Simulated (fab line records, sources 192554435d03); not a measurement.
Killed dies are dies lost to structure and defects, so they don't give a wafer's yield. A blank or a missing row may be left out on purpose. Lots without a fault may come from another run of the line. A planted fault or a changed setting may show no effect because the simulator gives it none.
Chamber matching | flow n5_finfet | N5_SPACER0_ALD_07 on ald_sin-04: 4 sister chambers
The step deposits SiNx, target thk 2 nm. 18 wafers are shown with their chamber, then 9 later ones without.

WAFERS WITH THEIR CHAMBER
wafer  | chamber | heater_power_w (W) | susceptor_temp_C (C)
L076.1 | 3       | 815                | 399.81
L076.4 | 2       | 656                | 400.27
L076.6 | 0       | 720                | 399.72
L079.2 | 1       | 822                | 399.73
L079.4 | 0       | 725                | 399.98
L079.6 | 2       | 641                | 399.92
L080.1 | 1       | 818                | 400.11
L080.4 | 3       | 810                | 400.15
L080.5 | 2       | 644                | 399.69
L081.3 | 1       | 838                | 399.82
L081.5 | 2       | 656                | 400.16
L081.6 | 1       | 817                | 399.83
L086.1 | 0       | 710                | 400.26
L086.2 | 1       | 826                | 399.61
L086.4 | 3       | 833                | 400.37
L089.2 | 2       | 652                | 400.20
L089.5 | 2       | 660                | 400.04
L089.6 | 3       | 821                | 399.51

SIGNATURES (means of the wafers above)
reading          | chamber 0 | chamber 1 | chamber 2 | chamber 3 | scatter within a chamber
heater_power_w   | 718.33    | 824.20    | 651.50    | 819.75    | 8.37
susceptor_temp_C | 399.9867  | 399.8200  | 400.0467  | 399.9600  | 0.259
Rule: a wafer's distance from a chamber is the root of the sum, over the readings, of the square of ((its reading less the chamber's mean) divided by the reading's scatter). The wafer belongs to the nearest chamber; if the next one is less than 2 further off, it can't be placed. The scatter: the root of (the sum of the squares of (reading less its chamber's mean) over the shown wafers, divided by (wafers less chambers)).

WAFERS WITHOUT THEIR CHAMBER
wafer  | heater_power_w (W) | susceptor_temp_C (C)
L090.1 | 821                | 400.10
L090.3 | 650                | 399.99
L090.4 | 848                | 399.81
L092.1 | 827                | 399.75
L092.2 | 652                | 400.00
L092.4 | 851                | 399.89
L097.1 | 661                | 399.95
L097.2 | 840                | 399.50
L097.5 | 824                | 400.20

WHICH CHAMBER EACH WENT THROUGH
wafer  | from the rows above     | in truth
L090.1 | can't be placed: 3 or 1 | 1
L090.3 | 2                       | 2
L090.4 | can't be placed: 1 or 3 | 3
L092.1 | can't be placed: 1 or 3 | 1
L092.2 | 2                       | 2
L092.4 | can't be placed: 1 or 3 | 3
L097.1 | 2                       | 2
L097.2 | can't be placed: 1 or 3 | 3
L097.5 | can't be placed: 3 or 1 | 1
Placed correctly: 3 of 9. Can't be placed from these rows: 6 (the true chamber is among the candidates in 6). Placed wrongly: 0.
